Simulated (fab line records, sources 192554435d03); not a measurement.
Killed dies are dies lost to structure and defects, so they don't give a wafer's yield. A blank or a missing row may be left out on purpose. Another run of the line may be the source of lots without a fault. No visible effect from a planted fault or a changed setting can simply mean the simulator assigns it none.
A lot that was struck, set against a sound lot | flow n5Finfet | 15 out of 1938 route steps
Sound: the wafers L267.1, L267.2, L267.5. Wafers L277.1, L277.3, L277.6 were the ones struck. Last of all comes the cause.
For every step that has rows: the tool of each side, followed by ch and its chambers, followed by its first start. Under that, the readings that differ: sound wafers | struck wafers | difference of the means | sigmas: that difference in standard deviations of wafers without a fault.
alike: same words and numbers on both sides, and readings whose means sit less than 2 such deviations apart. not compared: any withheld reading, any reading some wafer has no value for, any bound like >300 that may hide the same value, and any number with overlapping values for which the record gives no deviation.
The two part at a step that has a row with sigmas, a row that says differs or no value, or rows on one side only. When numbers do not overlap yet have no deviation, they are printed without sigmas and do not part them. A reading missing from all wafers of one side parts the sides only when that side holds two or more wafers.

first, 1 step without rows for these wafers: N5_BEOL_M4_ANNEAL_80 (time 240 s).
N5_BEOL_M4_SPUTTER_81: material Cu, target thk 4.5 nm, time 8.29 s.
  sound: pvdSputter-02 at day 13 16:23; struck: pvdSputter-01 at day 13 09:37
  alike: throttleValvePct
then, 1 step without rows for these wafers: N5_BEOL_M4_ANNEAL_82 (time 240 s).
N5_BEOL_M4_SPUTTER_86: material Cu, target thk 4.5 nm, time 8.29 s.
  sound: pvdSputter-02 at day 13 16:36; struck: pvdSputter-01 at day 13 09:50
  alike: throttleValvePct
then, 3 steps without rows for these wafers: N5_BEOL_M4_ANNEAL_87 (time 240 s); N5_BEOL_M4_SPUTTER_88 (material Cu, target thk 4.5 nm, time 8.29 s); N5_BEOL_M4_ANNEAL_89 (time 240 s).
N5_BEOL_M4_SPUTTER_90: material Cu, target thk 4.5 nm, time 8.29 s.
  sound: pvdSputter-02 at day 13 17:02; struck: pvdSputter-01 at day 13 10:16
  alike: throttleValvePct
N5_BEOL_M4_ANNEAL_91: time 240 s.
  sound: pvdSputter-02 at day 13 17:07; struck: pvdSputter-01 at day 13 10:21
  alike: heaterPowerW, susceptorTempC
N5_BEOL_M4_SPUTTER_92: material Cu, target thk 4.5 nm, time 8.29 s.
  sound: pvdSputter-02 at day 13 17:16; struck: pvdSputter-01 at day 13 10:29
  alike: throttleValvePct
then, 2 steps without rows for these wafers: N5_BEOL_M4_ANNEAL_93 (time 240 s); N5_BEOL_M4_SPUTTER_94 (material Cu, target thk 4.5 nm, time 8.29 s).
N5_BEOL_M4_ANNEAL_95: time 240 s.
  sound: pvdSputter-02 at day 13 17:34; struck: pvdSputter-01 at day 13 10:47
  no value came back on the struck wafers for heaterPowerW (W), susceptorTempC (C); on the sound wafers heaterPowerW (W) reads 797 728 779
then, 1 step without rows for these wafers: N5_BEOL_M4_SPUTTER_96 (material Cu, target thk 4.5 nm, time 8.29 s).
N5_BEOL_M4_RC_MEAS_101:
  sound on prober-01 ch 0, day 13 18:54; struck on prober-02 ch 0, day 13 12:13
  alike: DIBL_N, DIBL_P, IOFF_N, IOFF_P, ION_N, ION_P, SS_N, SS_P, VT_N, VT_P

## WHERE THEY PART
Within this record, at N5_BEOL_M4_ANNEAL_95 only. Later steps at which nothing parts them and some readings are alike: N5_BEOL_M4_RC_MEAS_101.

WHY: what had been put in by the simulator
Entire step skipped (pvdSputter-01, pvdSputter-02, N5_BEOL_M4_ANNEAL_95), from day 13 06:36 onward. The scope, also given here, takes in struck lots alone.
